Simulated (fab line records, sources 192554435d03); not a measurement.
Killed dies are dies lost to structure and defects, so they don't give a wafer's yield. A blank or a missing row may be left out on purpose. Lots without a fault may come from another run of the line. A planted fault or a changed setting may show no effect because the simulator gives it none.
Which tool did it? | flow n5_finfet | 11 lots, 33 wafers sampled, at 1 step of a route of 1938

WHAT THE GAUGES READ, wafer by wafer
N5_BEOL_M14_INSPECT_12: inspects for defects (macro).
lot  | measured     | on                | raw_defect_count
L579 | day 12 21:17 | defect_inspect-01 | 2 2 1
L580 | day 14 03:00 | defect_inspect-02 | 3 0 1
L583 | day 14 12:57 | defect_inspect-02 | 0 2 0
L584 | day 14 14:09 | defect_inspect-01 | 2 1 1
L586 | day 15 09:20 | defect_inspect-02 | 2 1 1
L588 | day 15 18:21 | defect_inspect-02 | 2 2 4
L592 | day 16 05:01 | defect_inspect-02 | 2 1 2
L590 | day 16 12:07 | defect_inspect-02 | 2 2 1
L591 | day 17 01:59 | defect_inspect-01 | 3 5 1
L593 | day 17 18:10 | defect_inspect-02 | 3 1 3
L600 | day 18 19:01 | defect_inspect-02 | 0 1 2

WHICH TOOL RAN EACH LOT (tool, then ch and the chambers of the sampled wafers, then the start)
The record holds no process step before these readings.

THE ANSWER, worked out from the rows above alone
Rule: what is usual is taken from the lots themselves. Put in order of their means at a reading, lots are off if they are a third of the lots or fewer, leave a main group of 4 or more, and stand apart from it by a gap of 3 or more times the standard deviation of the main group's means; of several such gaps the widest counts. A main group whose means are all the same, to the digits that the tables above print for the reading, isn't used. A lot without any number at a reading at which 4 lots or more have one is off too. The other lots that the step has rows for count as sound.
No lot is off at any reading shown: from this, nothing can be told.

WHAT THE SIMULATOR HAD PUT IN
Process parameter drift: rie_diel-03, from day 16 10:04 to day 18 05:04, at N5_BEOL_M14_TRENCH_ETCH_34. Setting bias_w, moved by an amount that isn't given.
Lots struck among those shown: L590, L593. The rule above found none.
